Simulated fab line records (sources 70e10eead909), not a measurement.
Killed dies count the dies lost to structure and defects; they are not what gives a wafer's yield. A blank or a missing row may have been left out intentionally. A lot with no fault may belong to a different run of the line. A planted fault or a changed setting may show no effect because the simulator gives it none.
fab line records	flow nandHarc
record lots=24	wafers=72	lastDay=34
route steps=1302 shown P_GATE@150 P_CONTACT@241 P_M0@264
lots untouched by any fault: they come from a run of this same line in which no faults occurred
startH: the number of hours between the record's first day and the start of the first shown wafer of the lot	waitH: hours from the lot's prior step to this one	" unchanged from the row above	L1.1+2: one row covering several wafers at once	- no value, or no start was given	* or withheld: withheld	< > ~ a bound
route shown NAME@n: a module of which the file shows steps, and the number in the route of the first	usual: mean and standard deviation over wafers with no fault	same: alike in all rows	chamber/n: place in a boat	sites: the reading at each site	_std_site: how widely they spread, as a standard deviation	_edge_site: inner sites' mean taken away from outer sites' mean	radiusMm: for every site, how far away it sits from the centre of the wafer	mask NAME#n: copy n	behind: the tool/chamber that last shaped the wafer	hold: why the lot was held/for how many hours/how that ended	device: transistor that didn't switch, given as n, p or np	end of line: tests run on the same wafers once the route is complete	for a step that has no rows: nothing shown but its recipe	killed: not the wafer's yield, but the dies lost to structure and defects at the first sort	map: the dies of a wafer, with x for killed, . for not killed, _ for no die there
set.NAME: the run value of the setting; set.NAME@STEP: its run value at that earlier step	model.NAME: the simulator's own value behind a step, which no gauge read
one table for each step of the route and one row for each wafer, over a sample of lots
services: the hour from which a tool's chamber was out of use, counted from the record's first day as startH (under 0 if before that day), plus the number of hours and why
## steps
# step NHARC_P_GATE_STRIP_108
# recipe o2FlowSccm=500	arFlowSccm=0	biasW=0	chemistry=O2
# usual drypumpMotorCurrentA=6.0/0.5	o2FlowSccm=499.8/1.4	oesProductAu=1.001/0.0071	rfVppV=58.0/0.94	showerheadPlenumPTorr=3.62/0.12	throttleValvePct=17.036/0.0092
lot.wafer	tool	chamber	startH	waitH	drypumpMotorCurrentA	o2FlowSccm	oesProductAu	rfHoursCounterH	rfVppV	showerheadPlenumPTorr	throttleValvePct
L074.3	rieDiel-05	1	97.16	-	6.6	500.0	0.994	1.1	58.7	3.59	17.032
L074.2	"	3	"	"	6.0	499.3	0.989	0.9	58.6	3.75	17.034
L074.5	"	1	"	"	6.6	500.9	1.002	-	57.7	3.59	17.037
L075.2	rieDiel-07	1	113.59	-	6.6	498.9	0.996	7.2	56.5	3.39	17.022
L075.4	"	2	"	"	5.6	500.8	0.994	7.8	58.3	3.70	17.054
L075.1	"	0	"	"	5.2	501.3	1.002	8.6	59.4	3.75	17.045
L076.4	rieDiel-01	1	120.46	-	6.0	499.7	0.998	6.3	58.4	3.65	17.036
L076.6	"	0	"	"	6.2	500.2	1.004	-	56.9	3.78	17.041
L076.5	"	1	"	"	6.0	499.3	1.011	-	57.8	3.65	17.048
L077.1	rieDiel-07	2	126.91	-	5.6	501.2	0.997	0.1	58.9	3.70	17.034
L077.2	"	0	"	"	5.2	498.8	0.992	0.0	59.8	3.75	17.049
L077.5	"	2	"	"	5.6	500.8	0.993	-	58.4	3.70	17.012
L078.3	rieDiel-05	2	135.87	-	6.6	500.5	0.998	5.4	58.8	3.54	17.034
L078.1	"	1	"	"	6.5	498.5	0.992	5.8	57.6	3.59	17.034
L078.5	"	3	"	"	6.0	499.3	1.008	-	57.7	3.75	17.034
L079.3	rieDiel-05	0	141.61	-	5.8	501.5	0.993	5.4	57.4	3.60	17.038
L079.1	"	2	"	"	6.7	500.8	1.000	6.4	56.8	3.54	17.037
L079.5	"	1	"	"	6.5	502.4	0.999	-	57.8	3.59	17.035
L080.2	rieDiel-05	3	158.07	-	6.0	500.0	0.995	5.3	57.7	3.75	17.033
L080.5	"	1	"	"	6.5	498.2	0.992	-	58.3	3.59	17.026
L080.6	"	2	"	"	6.6	499.6	1.006	-	59.2	3.54	17.035
L081.1	rieDiel-01	2	166.66	-	4.9	501.1	0.997	9.9	56.7	3.51	17.039
L081.6	"	3	"	"	5.7	500.6	0.992	-	57.4	3.49	17.027
L081.4	"	2	"	"	4.9	502.4	0.995	-	58.2	3.51	17.032
L082.2	rieDiel-07	2	182.89	-	5.6	501.0	0.990	1.8	58.4	3.70	17.033
L082.1	"	3	"	"	5.8	498.7	0.998	2.6	57.7	3.77	17.051
L082.5	"	1	"	"	6.6	499.6	0.991	-	56.7	3.38	17.042
L083.4	rieDiel-07	1	197.73	-	6.6	501.2	0.988	3.6	55.5	3.38	17.038
L083.3	"	0	"	"	5.2	497.3	1.013	3.9	59.0	3.75	17.047
L083.6	"	1	"	"	6.6	500.3	1.009	-	56.3	3.38	17.037
L084.4	rieDiel-05	0	198.51	-	5.8	498.8	1.004	7.9	56.7	3.60	17.032
L084.2	"	1	"	"	6.6	501.5	1.006	9.3	58.3	3.58	17.037
L084.6	"	1	"	"	6.6	501.3	1.005	-	59.7	3.59	17.037
L085.3	rieDiel-05	3	207.81	-	6.0	500.5	1.002	7.3	59.4	3.75	17.030
L085.4	"	0	"	"	5.8	500.5	1.003	8.2	56.9	3.60	17.041
L085.6	"	0	"	"	5.8	501.0	1.010	-	57.2	3.60	17.044
L086.1	rieDiel-07	0	214.76	-	5.2	497.5	1.004	4.3	59.4	3.75	17.025
L086.3	"	2	"	"	5.6	498.4	0.996	3.1	58.5	3.70	17.021
L086.5	"	0	"	"	5.2	500.9	1.005	-	58.6	3.75	17.032
L087.2	rieDiel-05	3	224.35	-	6.0	500.7	1.001	8.7	58.1	3.75	17.042
L087.1	"	1	"	"	6.6	499.3	1.009	10.9	58.3	3.58	17.033
L087.5	"	0	"	"	5.8	499.6	1.013	-	57.5	3.60	17.046
L089.4	rieDiel-05	3	243.72	-	6.0	498.9	1.007	0.2	58.3	3.75	17.046
L089.1	"	0	"	"	5.8	499.2	1.008	0.2	58.6	3.60	17.033
L089.3	"	1	"	"	6.5	499.0	0.999	0.2	55.7	3.58	17.037
L088.4	rieDiel-07	0	243.86	-	5.2	502.5	1.001	5.7	57.1	3.75	17.023
L088.2	"	3	"	"	5.8	501.3	1.003	5.3	58.0	3.77	17.029
L088.6	"	0	"	"	5.2	500.9	0.997	-	58.3	3.75	17.048
L090.1	rieDiel-01	2	261.21	-	4.9	496.0	1.000	4.1	57.5	3.50	17.037
L090.3	"	0	"	"	6.2	500.2	1.002	3.2	58.5	3.77	17.036
L090.6	"	2	"	"	4.9	497.7	1.004	-	58.8	3.50	17.036
L091.2	rieDiel-01	3	261.97	-	5.7	498.6	0.996	3.5	57.1	3.49	17.035
L091.3	"	0	"	"	6.2	496.8	1.001	3.2	58.0	3.77	17.025
L091.4	"	1	"	"	6.0	502.6	0.988	3.8	56.7	3.65	17.035
L092.4	rieDiel-05	2	274.87	-	6.6	501.1	1.012	3.4	58.0	3.54	17.045
L092.3	"	0	"	"	5.8	499.2	1.009	3.5	60.2	3.59	17.028
L092.6	"	3	"	"	6.0	499.8	0.997	-	59.5	3.75	17.052
L093.3	rieDiel-01	3	285.16	-	5.7	497.9	0.989	4.0	58.3	3.49	17.026
L093.1	"	0	"	"	6.2	497.8	0.999	3.6	58.1	3.77	17.019
L093.5	"	3	"	"	5.7	500.5	0.999	-	58.3	3.49	17.036
L094.2	rieDiel-05	0	301.12	-	5.8	501.2	1.010	5.2	58.5	3.59	17.038
L094.5	"	1	"	"	6.5	501.5	0.995	-	59.0	3.58	17.028
L094.6	"	2	"	"	6.7	500.0	1.009	-	57.6	3.54	17.040
L095.1	rieDiel-05	1	305.23	-	6.5	501.6	0.995	5.2	58.4	3.58	17.029
L095.3	"	2	"	"	6.6	501.7	1.013	4.7	58.7	3.54	17.048
L095.2	"	3	"	"	6.0	498.0	1.003	4.7	58.4	3.75	17.050
L096.2	rieDiel-07	1	321.44	-	6.6	501.9	0.996	0.6	58.4	3.38	17.037
L096.5	"	2	"	"	5.6	500.4	1.004	-	58.9	3.70	17.033
L096.6	"	0	"	"	5.2	500.4	0.998	-	58.8	3.75	17.036
L097.2	rieDiel-01	1	322.16	-	6.0	496.5	1.004	6.0	58.2	3.65	17.028
L097.3	"	3	"	"	5.7	501.3	0.999	6.0	57.2	3.49	17.035
L097.6	"	2	"	"	4.9	499.2	1.005	-	57.2	3.50	17.013
# step NHARC_P_GATE_STRIP_113
# recipe powerW=1500	tempC=110	timeS=740	chemistry=N2/H2
# usual drypumpMotorCurrentA=5.5/0.49	heaterPowerW=91/5.7
lot.wafer	tool	chamber	startH	waitH	drypumpMotorCurrentA	heaterPowerW	rfHoursCounterH
L074.2	plasmaAsher-01	0	112.67	0.3	5.9	81	25
L074.3	"	0	"	"	5.9	81	-
L074.5	"	0	"	"	5.9	80	-
L075.2	plasmaAsher-02	1	128.54	0.2	5.7	97	5
L075.1	"	0	"	"	4.8	89	5
L075.4	"	1	"	"	5.8	96	-
L076.4	plasmaAsher-02	1	135.85	0.3	5.8	97	-
L076.5	"	1	"	"	5.8	99	-
L076.6	"	0	"	"	4.8	90	-
L077.2	plasmaAsher-02	1	142.08	0.2	5.8	95	12
L077.1	"	0	"	"	4.8	92	12
L077.5	"	1	"	"	5.7	98	-
L078.1	plasmaAsher-02	1	151.19	0.2	5.8	94	15
L078.3	"	1	"	"	5.8	95	-
L078.5	"	1	"	"	5.8	97	-
L079.1	plasmaAsher-02	0	157.40	0.3	4.8	91	20
L079.3	"	0	"	"	4.8	92	-
L079.5	"	1	"	"	5.8	98	-
L080.2	plasmaAsher-02	1	173.08	0.2	5.8	97	24
L080.5	"	1	"	"	5.7	98	-
L080.6	"	0	"	"	4.8	90	-
L081.1	plasmaAsher-02	1	181.87	0.2	5.7	97	26
L081.4	"	0	"	"	4.8	91	-
L081.6	"	1	"	"	5.8	96	-
L082.1	plasmaAsher-02	1	197.99	0.2	5.7	97	28
L082.2	"	0	"	"	4.8	92	28
L082.5	"	0	"	"	4.8	92	-
L083.3	plasmaAsher-02	1	212.91	0.4	5.8	97	-
L083.4	"	0	"	"	4.8	91	-
L083.6	"	0	"	"	4.8	94	-
L084.2	plasmaAsher-01	1	213.86	0.2	5.8	88	6
L084.4	"	1	"	"	5.8	88	-
L084.6	"	1	"	"	5.8	91	-
L085.4	plasmaAsher-02	0	223.20	0.3	4.8	93	-
L085.3	"	1	"	"	5.8	98	-
L085.6	"	1	"	"	5.8	97	-
L086.1	plasmaAsher-02	0	229.85	0.3	4.8	88	35
L086.3	"	0	"	"	4.8	91	-
L086.5	"	0	"	"	4.8	88	-
L087.1	plasmaAsher-01	1	239.45	0.2	5.8	88	12
L087.2	"	0	"	"	5.9	80	12
L087.5	"	1	"	"	5.8	90	-
L089.1	plasmaAsher-01	0	258.97	0.3	5.9	80	16
L089.3	"	1	"	"	5.8	89	-
L089.4	"	0	"	"	5.9	81	-
L088.2	plasmaAsher-02	0	259.09	0.2	4.8	93	42
L088.4	"	1	"	"	5.8	99	-
L088.6	"	0	"	"	4.8	88	-
L090.1	plasmaAsher-01	0	276.46	0.2	5.9	81	22
L090.3	"	1	"	"	5.8	89	-
L090.6	"	0	"	"	5.9	81	-
L091.2	plasmaAsher-01	0	277.24	0.2	6.0	80	23
L091.3	"	0	"	"	5.9	80	-
L091.4	"	1	"	"	5.8	89	-
L092.3	plasmaAsher-02	0	290.18	0.4	4.8	95	-
L092.4	"	1	"	"	5.8	94	-
L092.6	"	1	"	"	5.8	94	-
L093.1	plasmaAsher-02	0	302.44	0.2	4.8	92	4
L093.3	"	1	"	"	5.8	91	-
L093.5	"	0	"	"	4.8	95	-
L094.2	plasmaAsher-01	0	316.21	0.2	5.9	81	28
L094.5	"	0	"	"	5.9	80	-
L094.6	"	1	"	"	5.8	91	-
L095.1	plasmaAsher-02	0	320.39	0.2	4.8	92	8
L095.2	"	1	"	"	5.8	94	8
L095.3	"	0	"	"	4.8	91	-
L096.2	plasmaAsher-02	1	337.55	0.3	5.8	91	12
L096.6	"	0	"	"	4.8	95	-
L096.5	"	1	"	"	5.8	92	-
L097.2	plasmaAsher-01	0	337.87	0.2	6.0	81	31
L097.3	"	1	"	"	5.8	89	-
L097.6	"	1	"	"	5.8	89	-
# step NHARC_P_GATE_DEGAS_109
# recipe tempC=300	timeS=60
# usual heaterPowerW=452/28
lot.wafer	tool	chamber	startH	waitH	heaterPowerW
L074.2	pvdSputter-02	-	114.18	0.1	405
L074.3	"	-	"	"	449
L074.5	"	-	"	"	448
L075.4	pvdSputter-01	-	130.12	0.1	447
L075.2	"	-	"	"	476
L075.1	"	-	"	"	464
L076.4	pvdSputter-01	-	137.19	0.1	505
L076.6	"	-	"	"	514
L076.5	"	-	"	"	460
L077.1	pvdSputter-01	-	143.66	0.1	453
L077.2	"	-	"	"	450
L077.5	"	-	"	"	462
L078.3	pvdSputter-01	-	152.77	0.1	461
L078.1	"	-	"	"	445
L078.5	"	-	"	"	497
L079.3	pvdSputter-01	-	158.95	0.1	457
L079.1	"	-	"	"	505
L079.5	"	-	"	"	438
L080.2	pvdSputter-02	-	174.65	0.1	470
L080.6	"	-	"	"	472
L080.5	"	-	"	"	454
L081.4	pvdSputter-01	-	183.46	0.1	454
L081.1	"	-	"	"	462
L081.6	"	-	"	"	433
L082.1	pvdSputter-03	-	199.57	0.1	406
L082.2	"	-	"	"	432
L082.5	"	-	"	"	404
L083.4	pvdSputter-03	-	214.26	0.1	412
L083.3	"	-	"	"	441
L083.6	"	-	"	"	434
L084.2	pvdSputter-02	-	215.44	0.1	397
L084.4	"	-	"	"	455
L084.6	"	-	"	"	398
L085.4	pvdSputter-02	-	224.76	0.1	437
L085.3	"	-	"	"	478
L085.6	"	-	"	"	483
L086.3	pvdSputter-02	-	231.49	0.1	465
L086.1	"	-	"	"	395
L086.5	"	-	"	"	450
L087.1	pvdSputter-02	-	241.19	0.2	473
L087.2	"	-	"	"	452
L087.5	"	-	"	"	447
L089.1	pvdSputter-02	-	260.47	0.1	394
L089.3	"	-	"	"	445
L089.4	"	-	"	"	484
L088.4	pvdSputter-01	-	260.71	0.1	463
L088.2	"	-	"	"	435
L088.6	"	-	"	"	472
L090.3	pvdSputter-02	-	278.06	0.1	396
L090.1	"	-	"	"	484
L090.6	"	-	"	"	457
L091.4	pvdSputter-01	-	278.84	0.1	458
L091.2	"	-	"	"	499
L091.3	"	-	"	"	438
L092.3	pvdSputter-01	-	291.53	0.1	450
L092.4	"	-	"	"	464
L092.6	"	-	"	"	442
L093.1	pvdSputter-01	-	304.03	0.1	452
L093.3	"	-	"	"	489
L093.5	"	-	"	"	447
L095.1	pvdSputter-03	-	321.99	0.1	439
L095.2	"	-	"	"	443
L095.3	"	-	"	"	402
L094.2	pvdSputter-01	-	327.22	0.1	487
L094.5	"	-	"	"	453
L094.6	"	-	"	"	446
L096.2	pvdSputter-01	-	339.13	0.1	446
L096.6	"	-	"	"	488
L096.5	"	-	"	"	438
L097.2	pvdSputter-01	-	339.49	0.1	438
L097.3	"	-	"	"	491
L097.6	"	-	"	"	431
# step NHARC_P_CONTACT_CD_MEAS_19
# usual cdNm=89.6/1.1
lot.wafer	tool	chamber	startH	waitH	cdNm
L074.2	cdSem-02	-	117.68	-	87.3
L074.3	"	-	"	"	90.1
L074.5	"	-	"	"	89.6
L075.1	cdSem-02	-	133.61	-	89.7
L075.2	"	-	"	"	89.8
L075.4	"	-	"	"	89.9
L076.4	cdSem-03	-	140.82	-	88.3
L076.5	"	-	"	"	89.5
L076.6	"	-	"	"	88.7
L077.1	cdSem-02	-	147.17	-	87.1
L077.2	"	-	"	"	87.0
L077.5	"	-	"	"	87.3
L078.1	cdSem-02	-	156.39	-	89.4
L078.3	"	-	"	"	89.7
L078.5	"	-	"	"	88.9
L079.1	cdSem-02	-	162.72	-	91.1
L079.3	"	-	"	"	90.0
L079.5	"	-	"	"	89.5
L080.2	cdSem-02	-	178.26	-	89.1
L080.5	"	-	"	"	87.9
L080.6	"	-	"	"	89.6
L081.1	cdSem-02	-	187.08	-	90.8
L081.4	"	-	"	"	89.5
L081.6	"	-	"	"	89.9
L082.1	cdSem-02	-	203.06	-	88.2
L082.2	"	-	"	"	89.2
L082.5	"	-	"	"	89.7
L083.3	cdSem-02	-	218.02	-	90.7
L083.4	"	-	"	"	89.8
L083.6	"	-	"	"	89.6
L084.2	cdSem-01	-	219.22	-	90.4
L084.4	"	-	"	"	90.6
L084.6	"	-	"	"	89.6
L085.3	cdSem-02	-	228.53	-	88.4
L085.4	"	-	"	"	90.5
L085.6	"	-	"	"	88.5
L086.1	cdSem-03	-	235.13	-	87.8
L086.3	"	-	"	"	88.4
L086.5	"	-	"	"	88.3
L087.1	cdSem-03	-	244.86	-	90.9
L087.2	"	-	"	"	89.0
L087.5	"	-	"	"	90.3
L089.1	cdSem-03	-	263.96	-	91.4
L089.3	"	-	"	"	89.6
L089.4	"	-	"	"	89.9
L088.2	cdSem-03	-	264.36	-	89.8
L088.4	"	-	"	"	90.8
L088.6	"	-	"	"	89.0
L090.1	cdSem-03	-	281.71	-	89.0
L090.3	"	-	"	"	88.5
L090.6	"	-	"	"	90.8
L091.2	cdSem-02	-	282.45	-	89.7
L091.3	"	-	"	"	90.2
L091.4	"	-	"	"	90.9
L092.3	cdSem-01	-	295.49	-	91.5
L092.4	"	-	"	"	89.5
L092.6	"	-	"	"	89.2
L093.1	cdSem-03	-	307.67	-	88.5
L093.3	"	-	"	"	88.8
L093.5	"	-	"	"	89.9
L095.1	cdSem-02	-	325.47	-	90.3
L095.2	"	-	"	"	90.9
L095.3	"	-	"	"	90.8
L094.2	cdSem-03	-	330.90	-	89.5
L094.5	"	-	"	"	89.8
L094.6	"	-	"	"	89.0
L096.2	cdSem-01	-	342.80	-	90.4
L096.5	"	-	"	"	90.3
L096.6	"	-	"	"	90.1
L097.2	cdSem-03	-	343.17	-	90.1
L097.3	"	-	"	"	90.1
L097.6	"	-	"	"	91.1
# step NHARC_P_M0_OVL_MEAS_10
# recipe pitchNm=180
# usual overlayXNm=0.3/0.61	overlayYNm=0.1/0.81
lot.wafer	tool	chamber	startH	waitH	overlayXNm	overlayYNm
L074.2	overlay-01	-	120.87	-	-0.9	-0.7
L074.3	"	-	"	"	-0.1	-0.2
L074.5	"	-	"	"	-0.4	-0.7
L075.1	overlay-02	-	136.85	-	0.2	-0.1
L075.2	"	-	"	"	-0.4	-0.5
L075.4	"	-	"	"	-0.1	-0.6
L076.4	overlay-01	-	144.04	-	-0.2	-2.0
L076.5	"	-	"	"	-0.2	-1.0
L076.6	"	-	"	"	0.3	-1.1
L077.1	overlay-02	-	150.30	-	0.3	0.9
L077.2	"	-	"	"	1.2	1.2
L077.5	"	-	"	"	1.0	0.7
L078.1	overlay-02	-	159.59	-	0.7	1.4
L078.3	"	-	"	"	1.4	2.0
L078.5	"	-	"	"	0.9	1.2
L079.1	overlay-01	-	166.06	-	-0.1	0.9
L079.3	"	-	"	"	-0.8	0.8
L079.5	"	-	"	"	0.6	0.5
L080.2	overlay-01	-	181.52	-	-0.4	0.1
L080.5	"	-	"	"	-0.5	0.0
L080.6	"	-	"	"	-0.8	0.0
L081.1	overlay-02	-	190.15	-	0.3	1.3
L081.4	"	-	"	"	-0.3	0.9
L081.6	"	-	"	"	0.1	1.2
L082.1	overlay-01	-	206.78	-	0.1	-0.3
L082.2	"	-	"	"	0.4	-0.8
L082.5	"	-	"	"	0.3	-0.5
L083.3	overlay-02	-	221.23	-	0.3	1.4
L083.4	"	-	"	"	-0.4	1.2
L083.6	"	-	"	"	0.2	1.9
L084.2	overlay-01	-	222.40	-	-0.1	-1.4
L084.4	"	-	"	"	-0.2	-1.1
L084.6	"	-	"	"	0.1	-1.1
L085.3	overlay-02	-	232.31	-	-0.5	0.1
L085.4	"	-	"	"	-0.4	-0.3
L085.6	"	-	"	"	-1.0	-0.3
L086.1	overlay-02	-	238.94	-	0.2	0.2
L086.3	"	-	"	"	0.1	0.1
L086.5	"	-	"	"	0.1	-0.4
L087.1	overlay-02	-	247.95	-	0.9	-0.1
L087.2	"	-	"	"	0.8	-0.6
L087.5	"	-	"	"	0.7	-0.8
L089.1	overlay-01	-	267.18	-	1.5	-0.2
L089.3	"	-	"	"	1.3	0.0
L089.4	"	-	"	"	1.2	-0.8
L088.2	overlay-02	-	267.56	-	-0.7	-0.6
L088.4	"	-	"	"	-0.7	-0.4
L088.6	"	-	"	"	-0.7	-0.3
L090.1	overlay-02	-	284.91	-	0.5	0.1
L090.3	"	-	"	"	0.6	0.0
L090.6	"	-	"	"	1.0	0.1
L091.2	overlay-02	-	285.65	-	0.6	-0.5
L091.3	"	-	"	"	1.2	-0.4
L091.4	"	-	"	"	1.3	-0.6
L092.3	overlay-01	-	298.56	-	0.6	0.7
L092.4	"	-	"	"	0.3	0.2
L092.6	"	-	"	"	0.6	0.8
L093.1	overlay-01	-	310.89	-	0.5	0.6
L093.3	"	-	"	"	0.7	0.1
L093.5	"	-	"	"	1.0	-0.4
L095.1	overlay-01	-	328.55	-	0.4	0.7
L095.2	"	-	"	"	0.4	0.3
L095.3	"	-	"	"	0.0	-0.2
L094.2	overlay-02	-	334.01	-	-0.1	1.8
L094.5	"	-	"	"	0.8	1.4
L094.6	"	-	"	"	0.6	1.3
L096.2	overlay-01	-	346.01	-	0.3	-0.5
L096.5	"	-	"	"	0.9	-0.3
L096.6	"	-	"	"	0.8	-1.0
L097.2	overlay-02	-	346.44	-	0.1	-0.4
L097.3	"	-	"	"	0.2	-0.2
L097.6	"	-	"	"	0.0	-0.5
# step NHARC_P_M0_ETCH_34
# recipe targetDepthA=400	overetchA=120	timeS=43.94	ionEnergyEv=200	n2FlowSccm=150	h2FlowSccm=150	arFlowSccm=0	rfW=400	biasW=150	chemistry=N2/H2
# usual drypumpMotorCurrentA=5.7/0.41	oesProductAu=1.002/0.0075	rfVppV=431.1/2.4	showerheadPlenumPTorr=2.06/0.08	throttleValvePct=14.171/0.008
lot.wafer	tool	chamber	startH	waitH	drypumpMotorCurrentA	oesProductAu	rfHoursCounterH	rfVppV	showerheadPlenumPTorr	throttleValvePct
L074.2	rieDiel-04	2	121.05	0.1	5.9	1.015	38	432.2	2.12	14.162
L074.3	"	0	"	"	5.6	0.998	44	433.3	2.15	14.169
L074.5	"	2	"	"	5.9	1.008	-	431.7	2.12	14.167
L075.4	rieDiel-03	1	137.03	0.1	6.2	0.992	3	432.3	2.15	14.157
L075.1	"	3	"	"	6.5	1.001	3	434.3	2.14	14.166
L075.2	"	0	"	"	5.3	1.002	3	430.9	2.08	14.174
L076.4	rieDiel-04	2	144.22	0.1	6.0	1.017	42	432.2	2.11	14.161
L076.6	"	2	"	"	5.9	1.015	-	431.1	2.11	14.178
L076.5	"	3	"	"	5.0	1.008	-	430.9	2.03	14.167
L077.1	rieDiel-03	2	150.49	0.1	5.9	1.002	4	430.9	2.01	14.161
L077.2	"	3	"	"	6.5	0.983	5	432.9	2.14	14.159
L077.5	"	2	"	"	5.9	0.995	-	428.9	2.01	14.179
L078.3	rieDiel-11	0	159.78	0.1	5.4	1.006	21	426.7	1.93	14.172
L078.1	"	1	"	"	5.8	1.000	21	430.3	1.99	14.175
L078.5	"	3	"	"	5.7	1.003	-	434.1	2.15	14.157
L079.1	rieDiel-03	3	166.25	0.1	6.5	0.994	9	434.5	2.13	14.173
L079.3	"	1	"	"	6.1	0.992	8	433.7	2.15	14.169
L079.5	"	3	"	"	6.5	0.989	-	434.5	2.13	14.176
L080.2	rieDiel-11	2	181.76	0.1	5.8	0.988	29	426.1	1.90	14.179
L080.5	"	1	"	"	5.7	0.998	-	429.9	1.99	14.170
L080.6	"	2	"	"	5.8	0.989	-	426.8	1.90	14.165
L081.1	rieDiel-11	1	190.34	0.1	5.8	1.003	33	429.6	1.99	14.160
L081.4	"	0	"	"	5.3	1.000	35	426.5	1.92	14.179
L081.6	"	1	"	"	5.8	1.002	-	429.2	1.99	14.164
L082.2	rieDiel-03	0	206.96	0.1	5.3	1.001	17	431.3	2.07	14.169
L082.1	"	1	"	"	6.1	1.005	14	433.3	2.15	14.179
L082.5	"	1	"	"	6.1	0.995	-	433.5	2.15	14.155
L083.3	rieDiel-11	0	221.45	0.1	5.3	1.000	45	426.5	1.92	14.175
L083.4	"	2	"	"	5.8	1.007	39	427.5	1.90	14.157
L083.6	"	3	"	"	5.7	0.987	-	433.0	2.14	14.184
L084.2	rieDiel-04	3	222.58	0.1	5.0	1.003	8	429.5	2.02	14.169
L084.4	"	1	"	"	5.7	0.997	7	431.3	2.12	14.184
L084.6	"	3	"	"	5.0	0.998	-	431.6	2.02	14.179
L085.4	rieDiel-03	1	232.50	0.1	6.2	1.000	19	431.9	2.14	14.169
L085.3	"	2	"	"	5.9	1.002	22	429.8	2.00	14.181
L085.6	"	0	"	"	5.3	1.001	-	431.3	2.07	14.169
L086.3	rieDiel-04	3	239.12	0.1	5.0	1.007	16	428.4	2.02	14.161
L086.1	"	1	"	"	5.7	0.993	15	431.9	2.12	14.168
L086.5	"	3	"	"	5.0	1.004	-	430.3	2.02	14.172
L087.1	rieDiel-03	2	248.13	0.1	5.9	1.011	23	430.0	2.00	14.167
L087.2	"	0	"	"	5.3	0.999	23	431.2	2.07	14.181
L087.5	"	1	"	"	6.1	0.994	-	433.5	2.14	14.170
L089.4	rieDiel-03	0	267.36	0.1	5.3	0.991	27	431.8	2.07	14.161
L089.1	"	1	"	"	6.2	1.001	24	433.8	2.14	14.170
L089.3	"	3	"	"	6.5	0.989	28	432.6	2.13	14.172
L088.2	rieDiel-04	1	267.80	0.1	5.7	0.996	27	431.7	2.12	14.174
L088.4	"	2	"	"	5.9	0.991	25	432.6	2.10	14.153
L088.6	"	1	"	"	5.7	0.997	-	433.6	2.12	14.166
L090.3	rieDiel-11	2	285.09	0.1	5.8	1.007	5	425.4	1.89	14.175
L090.1	"	1	"	"	5.7	1.012	5	432.2	1.98	14.153
L090.6	"	3	"	"	5.7	1.005	-	432.5	2.14	14.169
L091.4	rieDiel-04	3	285.83	0.1	5.0	0.998	30	429.4	2.01	14.166
L091.3	"	1	"	"	5.7	0.995	31	433.2	2.11	14.176
L091.2	"	2	"	"	6.0	0.993	29	431.0	2.10	14.150
L092.3	rieDiel-03	0	298.76	0.1	5.3	1.009	1	430.4	2.07	14.174
L092.4	"	1	"	"	6.1	1.015	1	432.9	2.14	14.184
L092.6	"	3	"	"	6.5	1.003	-	431.6	2.12	14.171
L093.3	rieDiel-04	3	311.07	0.1	5.0	1.008	34	429.1	2.01	14.169
L093.1	"	0	"	"	5.6	0.997	36	431.4	2.13	14.167
L093.5	"	3	"	"	5.0	0.998	-	429.7	2.01	14.175
L095.1	rieDiel-04	0	328.73	0.1	5.6	1.005	45	432.7	2.13	14.164
L095.3	"	1	"	"	5.7	1.005	43	433.5	2.11	14.176
L095.2	"	3	"	"	5.0	1.009	44	430.9	2.01	14.156
L094.2	rieDiel-11	3	334.23	0.1	5.7	1.002	22	433.6	2.13	14.171
L094.6	"	1	"	"	5.7	1.011	-	428.7	1.97	14.176
L094.5	"	3	"	"	5.7	1.010	-	431.0	2.13	14.178
L096.2	rieDiel-03	3	346.20	0.1	6.5	0.998	12	433.1	2.12	14.171
L096.6	"	2	"	"	5.9	1.012	-	428.5	1.99	14.164
L096.5	"	3	"	"	6.5	1.006	-	433.7	2.12	14.184
L097.2	rieDiel-03	2	346.62	0.1	5.9	1.007	12	431.0	1.99	14.184
L097.3	"	1	"	"	6.2	1.002	10	432.9	2.14	14.184
L097.6	"	2	"	"	5.9	1.019	-	429.3	1.99	14.162
## services
tool	chamber	startH	hours	kind
plasmaAsher-02	-	82.34	1.1	repair
pvdSputter-02	-	87.53	2.8	repair
plasmaAsher-02	-	89.20	9.0	pm
rieDiel-04	2	89.98	4.5	repair
pvdSputter-02	-	104.00	10.0	pm
rieDiel-03	-	104.30	9.0	pm
plasmaAsher-01	-	125.26	32.1	repair
rieDiel-04	2	159.65	7.2	repair
rieDiel-03	0	161.02	2.9	repair
plasmaAsher-01	-	165.26	9.0	pm
pvdSputter-01	-	166.76	1.8	repair
rieDiel-04	-	177.90	9.0	pm
rieDiel-03	1	188.65	14.0	repair
rieDiel-05	0	191.70	3.7	repair
pvdSputter-02	-	197.83	1.6	repair
rieDiel-05	0	214.54	3.1	repair
plasmaAsher-01	-	215.15	3.5	repair
rieDiel-05	-	229.62	9.0	pm
pvdSputter-01	-	234.52	10.0	pm
plasmaAsher-02	-	266.20	9.0	pm
rieDiel-03	-	281.30	9.0	pm
pvdSputter-02	-	282.03	10.0	pm
pvdSputter-01	-	316.25	6.1	repair
plasmaAsher-01	-	342.26	9.0	pm
## key
fault none
